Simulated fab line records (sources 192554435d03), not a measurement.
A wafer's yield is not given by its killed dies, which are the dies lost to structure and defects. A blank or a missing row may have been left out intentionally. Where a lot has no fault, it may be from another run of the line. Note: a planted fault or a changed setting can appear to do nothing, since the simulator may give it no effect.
Matching of chambers ; flow n5_finfet ; 3 sister chambers for N5_BEOL_M0_SAQP_PECVD_00 on pecvd-01
The step deposits SiCN from 3MS/NH3, target thk 8 nm, time 14 s. 3 wafers are shown with their chamber, then 12 later ones without.

WAFERS PAIRED WITH THEIR CHAMBERS
wafer;chamber;showerhead_plenum_p_Torr (Torr)
L090.1;0;3.658
L090.2;2;3.642
L090.3;1;3.689

WAFERS WITH NO CHAMBER GIVEN
wafer;showerhead_plenum_p_Torr (Torr)
L093.1;3.645
L093.4;3.653
L093.6;3.682
L094.1;3.664
L094.2;3.694
L094.3;3.645
L095.1;3.683
L095.2;3.647
L095.3;3.654
L096.1;3.652
L096.3;3.658
L096.4;3.643

EACH ONE'S CHAMBER
wafer;from the rows above;in truth
L093.1;2;2
L093.4;can't be placed: 0 or 2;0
L093.6;1;1
L094.1;0;0
L094.2;1;1
L094.3;2;2
L095.1;1;1
L095.2;can't be placed: 2 or 0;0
L095.3;can't be placed: 0 or 2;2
L096.1;can't be placed: 0 or 2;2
L096.3;0;0
L096.4;2;2
Correct placement for 8 of the 12. Can't be placed from these rows: 4 (the true chamber is among the candidates in 4). Number placed wrongly: 0.
How it was worked out, from the rows above alone: a wafer's distance from a chamber is the root of the sum, over the readings, of the square of ((its reading less the chamber's mean) divided by the reading's scatter). The wafer belongs to the nearest chamber; if the next one is less than 2 further off, it can't be placed. Each chamber's mean is taken over the wafers shown for it. The scatter (one wafer shown for each chamber): square how far every hidden wafer sits from the nearest shown wafer, average those squares and take the square root.
